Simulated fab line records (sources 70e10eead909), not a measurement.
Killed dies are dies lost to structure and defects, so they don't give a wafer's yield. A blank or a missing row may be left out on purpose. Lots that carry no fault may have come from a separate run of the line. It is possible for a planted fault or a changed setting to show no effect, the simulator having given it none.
Matching of chambers    flow nandHarc    NHARC_A_CONTACT_ALD_18 on aldMetal-03: 4 sister chambers
The step deposits TiN, target thk 3 nm, pulse time 1 s, ald cycles 150. 4 wafers are shown with their chamber, then 12 later ones without.

== WAFERS WITH THEIR CHAMBER ==
wafer   chamber  heaterPowerW (W)
L087.1  3        1009
L090.1  2        1187
L090.3  0        1067
L090.6  1        916

== WAFERS WHOSE CHAMBER IS MISSING ==
wafer   heaterPowerW (W)
L088.1  1211
L088.5  1032
L088.6  936
L091.1  895
L091.2  1067
L091.3  1206
L091.4  1063
L091.5  934
L091.6  1203
L095.1  1015
L095.5  927
L095.6  1062

== WHICH CHAMBER EACH ONE RAN IN ==
wafer   from the rows above      in truth
L088.1  2                        2
L088.5  can't be placed: 3 or 0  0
L088.6  1                        1
L091.1  1                        1
L091.2  0                        0
L091.3  2                        2
L091.4  0                        0
L091.5  1                        1
L091.6  2                        2
L095.1  3                        3
L095.5  1                        1
L095.6  0                        0
Placed correctly: 11 of 12. These rows do not allow placing 1 (true chamber among the candidates in 1). Number placed wrongly: 0.
How it was worked out, from the rows above alone: a wafer's distance from a chamber is the root of the sum, over the readings, of the square of ((its reading less the chamber's mean) divided by the reading's scatter). If the next closest chamber is less than 2 further off than the closest, the wafer can't be placed; otherwise it belongs to the closest. The mean given for a chamber averages the wafers shown for that chamber. The scatter (one wafer shown for each chamber): square how far every hidden wafer sits from the nearest shown wafer, average those squares and take the square root.
